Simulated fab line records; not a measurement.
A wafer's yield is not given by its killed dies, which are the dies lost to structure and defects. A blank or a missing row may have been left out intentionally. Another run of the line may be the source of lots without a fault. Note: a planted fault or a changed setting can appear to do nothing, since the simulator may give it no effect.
Lot-split experiment / flow n5-finfet / 39 wafers read from 7 lots, route of 1938 steps

SPLIT DETAILS
At N5_BEOL_M8_DEVELOP_10 (develop time 30 s), the setting develop-time-s was moved away from the recipe's 30 s on 15 of the 39 wafers read, by -36.6% to +56.2%. This setting was run at the recipe's value on the other wafers.

FROM THE SPLIT TO THE READING: what the file shows between them, 13 steps
- N5_BEOL_M8_CD_MEAS_11: target cd 38.5 nm
- N5_BEOL_M8_DESCUM_16: chemistry O2, time 7.9 s
- N5_BEOL_M8_ETCH_61: etches SiARC in CF4, target depth 45.5 nm, time 75.8 s
- N5_BEOL_M8_ETCH_62: etches SOC in N2/H2, target depth 110 nm, overetch 22 nm, time 165 s
- N5_BEOL_M8_STRIP_68: strips in N2/H2
- N5_BEOL_M8_STRIP_67: strips in CF4
- N5_BEOL_M8_HM_OPEN_17: chemistry Cl2/BCl3, target TiN, target depth 20 nm, overetch 6 nm
- N5_BEOL_M8_STRIP_19: strips in O2
- N5_BEOL_M8_CD_MEAS_18: pitch 80 nm, target cd 40 nm
- N5_BEOL_M8_COAT_63: time 60 s, resist thk 60 nm
- N5_BEOL_M8_COAT_64: time 60 s, resist thk 12 nm
- N5_BEOL_M8_PRECLEAN_42: cleans in residue remover, time 60 s
- N5_BEOL_M8_SRD_43: time 30 s

THE READING
cd-nm at N5_BEOL_M8_CD_MEAS_35, given in nm (cd target 40 nm). A value of 39.9 nm with a standard deviation of 0.46 nm is what fault-free wafers of this fab line usually give.

wafer=L074.1; tool, chamber at the split=litho-track-04, 0; develop-time-s as run, s=19.02; against the recipe=-36.6%; cd-nm, nm=38.0; against lot-mates on the recipe=-1.7
wafer=L074.2; tool, chamber at the split=litho-track-04, 0; develop-time-s as run, s=30; against the recipe=recipe; cd-nm, nm=39.4; against lot-mates on the recipe=-
wafer=L074.3; tool, chamber at the split=litho-track-04, 0; develop-time-s as run, s=30; against the recipe=recipe; cd-nm, nm=40.2; against lot-mates on the recipe=-
wafer=L074.4; tool, chamber at the split=litho-track-04, 0; develop-time-s as run, s=30; against the recipe=recipe; cd-nm, nm=39.6; against lot-mates on the recipe=-
wafer=L074.5; tool, chamber at the split=litho-track-04, 0; develop-time-s as run, s=19.02; against the recipe=-36.6%; cd-nm, nm=38.2; against lot-mates on the recipe=-1.5
wafer=L074.6; tool, chamber at the split=litho-track-04, 0; develop-time-s as run, s=19.02; against the recipe=-36.6%; cd-nm, nm=38.2; against lot-mates on the recipe=-1.5
wafer=L075.1; tool, chamber at the split=litho-track-04, 0; develop-time-s as run, s=30; against the recipe=recipe; cd-nm, nm=39.4; against lot-mates on the recipe=-
wafer=L075.2; tool, chamber at the split=litho-track-04, 0; develop-time-s as run, s=46.2; against the recipe=+54.0%; cd-nm, nm=40.6; against lot-mates on the recipe=+1.3
wafer=L075.3; tool, chamber at the split=litho-track-04, 0; develop-time-s as run, s=46.2; against the recipe=+54.0%; cd-nm, nm=41.2; against lot-mates on the recipe=+1.9
wafer=L075.4; tool, chamber at the split=litho-track-04, 0; develop-time-s as run, s=46.2; against the recipe=+54.0%; cd-nm, nm=41.7; against lot-mates on the recipe=+2.4
wafer=L075.5; tool, chamber at the split=litho-track-04, 0; develop-time-s as run, s=30; against the recipe=recipe; cd-nm, nm=39.1; against lot-mates on the recipe=-
wafer=L075.6; tool, chamber at the split=litho-track-04, 0; develop-time-s as run, s=30; against the recipe=recipe; cd-nm, nm=39.3; against lot-mates on the recipe=-
wafer=L078.1; tool, chamber at the split=litho-track-04, 0; develop-time-s as run, s=30; against the recipe=recipe; cd-nm, nm=39.7; against lot-mates on the recipe=-
wafer=L078.2; tool, chamber at the split=litho-track-04, 0; develop-time-s as run, s=43.03; against the recipe=+43.4%; cd-nm, nm=41.5; against lot-mates on the recipe=+2.2
wafer=L078.3; tool, chamber at the split=litho-track-04, 0; develop-time-s as run, s=30; against the recipe=recipe; cd-nm, nm=38.8; against lot-mates on the recipe=-
wafer=L078.4; tool, chamber at the split=litho-track-04, 0; develop-time-s as run, s=30; against the recipe=recipe; cd-nm, nm=39.4; against lot-mates on the recipe=-
wafer=L078.5; tool, chamber at the split=litho-track-04, 0; develop-time-s as run, s=43.03; against the recipe=+43.4%; cd-nm, nm=41.5; against lot-mates on the recipe=+2.2
wafer=L078.6; tool, chamber at the split=litho-track-04, 0; develop-time-s as run, s=43.03; against the recipe=+43.4%; cd-nm, nm=41.1; against lot-mates on the recipe=+1.8
wafer=L079.1; tool, chamber at the split=litho-track-04, 0; develop-time-s as run, s=30; against the recipe=recipe; cd-nm, nm=40.2; against lot-mates on the recipe=-
wafer=L079.2; tool, chamber at the split=litho-track-04, 0; develop-time-s as run, s=30; against the recipe=recipe; cd-nm, nm=39.6; against lot-mates on the recipe=-
wafer=L079.6; tool, chamber at the split=litho-track-04, 0; develop-time-s as run, s=30; against the recipe=recipe; cd-nm, nm=40.1; against lot-mates on the recipe=-
wafer=L082.1; tool, chamber at the split=litho-track-02, 0; develop-time-s as run, s=46.87; against the recipe=+56.2%; cd-nm, nm=41.3; against lot-mates on the recipe=+1.5
wafer=L082.2; tool, chamber at the split=litho-track-02, 0; develop-time-s as run, s=30; against the recipe=recipe; cd-nm, nm=39.6; against lot-mates on the recipe=-
wafer=L082.3; tool, chamber at the split=litho-track-02, 0; develop-time-s as run, s=46.87; against the recipe=+56.2%; cd-nm, nm=41.3; against lot-mates on the recipe=+1.5
wafer=L082.4; tool, chamber at the split=litho-track-02, 0; develop-time-s as run, s=30; against the recipe=recipe; cd-nm, nm=39.8; against lot-mates on the recipe=-
wafer=L082.5; tool, chamber at the split=litho-track-02, 0; develop-time-s as run, s=46.87; against the recipe=+56.2%; cd-nm, nm=41.1; against lot-mates on the recipe=+1.3
wafer=L082.6; tool, chamber at the split=litho-track-02, 0; develop-time-s as run, s=30; against the recipe=recipe; cd-nm, nm=40.1; against lot-mates on the recipe=-
wafer=L085.1; tool, chamber at the split=litho-track-04, 0; develop-time-s as run, s=41.16; against the recipe=+37.2%; cd-nm, nm=41.8; against lot-mates on the recipe=+1.6
wafer=L085.2; tool, chamber at the split=litho-track-04, 0; develop-time-s as run, s=30; against the recipe=recipe; cd-nm, nm=40.4; against lot-mates on the recipe=-
wafer=L085.3; tool, chamber at the split=litho-track-04, 0; develop-time-s as run, s=30; against the recipe=recipe; cd-nm, nm=40.3; against lot-mates on the recipe=-
wafer=L085.4; tool, chamber at the split=litho-track-04, 0; develop-time-s as run, s=41.16; against the recipe=+37.2%; cd-nm, nm=41.9; against lot-mates on the recipe=+1.7
wafer=L085.5; tool, chamber at the split=litho-track-04, 0; develop-time-s as run, s=30; against the recipe=recipe; cd-nm, nm=39.9; against lot-mates on the recipe=-
wafer=L085.6; tool, chamber at the split=litho-track-04, 0; develop-time-s as run, s=41.16; against the recipe=+37.2%; cd-nm, nm=41.0; against lot-mates on the recipe=+0.8
wafer=L090.1; tool, chamber at the split=litho-track-04, 0; develop-time-s as run, s=30; against the recipe=recipe; cd-nm, nm=40.0; against lot-mates on the recipe=-
wafer=L090.2; tool, chamber at the split=litho-track-04, 0; develop-time-s as run, s=30; against the recipe=recipe; cd-nm, nm=39.3; against lot-mates on the recipe=-
wafer=L090.3; tool, chamber at the split=litho-track-04, 0; develop-time-s as run, s=30; against the recipe=recipe; cd-nm, nm=40.3; against lot-mates on the recipe=-
wafer=L090.4; tool, chamber at the split=litho-track-04, 0; develop-time-s as run, s=30; against the recipe=recipe; cd-nm, nm=39.9; against lot-mates on the recipe=-
wafer=L090.5; tool, chamber at the split=litho-track-04, 0; develop-time-s as run, s=30; against the recipe=recipe; cd-nm, nm=40.0; against lot-mates on the recipe=-
wafer=L090.6; tool, chamber at the split=litho-track-04, 0; develop-time-s as run, s=30; against the recipe=recipe; cd-nm, nm=39.2; against lot-mates on the recipe=-

FIT RESULTS
A straight line over all 39 wafers: cd-nm changes by +0.0342 nm for each +1% of develop-time-s; r = +0.89; the points scatter about the line by 0.46 nm.
The same after taking each lot's own level away (the mean of its wafers on the recipe; 39 wafers): +0.0361 nm for each +1%; r = +0.93; scatter 0.39 nm.
Per that fit: largest develop-time-s move, reading shift of 2 nm.
The span of the lots' own levels, 39.27 to 40.20 nm, comes to 2.0 times the standard deviation stated above.
Hence the lot-to-lot level has little effect on the slope; both slopes agree.
Check: for one of the wafers moved furthest among these (+56.2%), held out of the fit, the line's prediction against its lot-mates is +2.05 nm. Against them it came out at +1.47 nm.

THE WHOLE CHAIN: every reading that the file lists as answering this split, in the file's order
step=N5_BEOL_M8_CD_MEAS_11; what it does=target cd 38.5 nm; reading=cd-nm; change (the file's fit)=+0.036 nm for each +1% of the setting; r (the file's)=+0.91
step=N5_BEOL_M8_ETCH_61; what it does=etches SiARC in CF4, target depth 45.5 nm, time 75.8 s; reading=BEOL_M8.cd-offset-nm (the simulator's own value, which no gauge read); change (the file's fit)=+0.0352 nm for each +1% of the setting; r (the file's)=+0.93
step=N5_BEOL_M8_ETCH_62; what it does=etches SOC in N2/H2, target depth 110 nm, overetch 22 nm, time 165 s; reading=BEOL_M8.cd-offset-nm (the simulator's own value, which no gauge read); change (the file's fit)=+0.0363 nm for each +1% of the setting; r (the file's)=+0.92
step=N5_BEOL_M8_HM_OPEN_17; what it does=chemistry Cl2/BCl3, target TiN, target depth 20 nm, overetch 6 nm; reading=BEOL_M8.cd-offset-nm (the simulator's own value, which no gauge read); change (the file's fit)=+0.0369 nm for each +1% of the setting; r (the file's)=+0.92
step=N5_BEOL_M8_CD_MEAS_18; what it does=pitch 80 nm, target cd 40 nm; reading=cd-nm; change (the file's fit)=+0.0378 nm for each +1% of the setting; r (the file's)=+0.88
step=N5_BEOL_M8_CD_MEAS_35; what it does=target cd 40 nm; reading=cd-nm; change (the file's fit)=+0.0354 nm for each +1% of the setting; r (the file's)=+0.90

THE FILE'S OWN FIT
cd-nm changes by +0.0354 nm for each +1% of develop-time-s, r = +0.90.
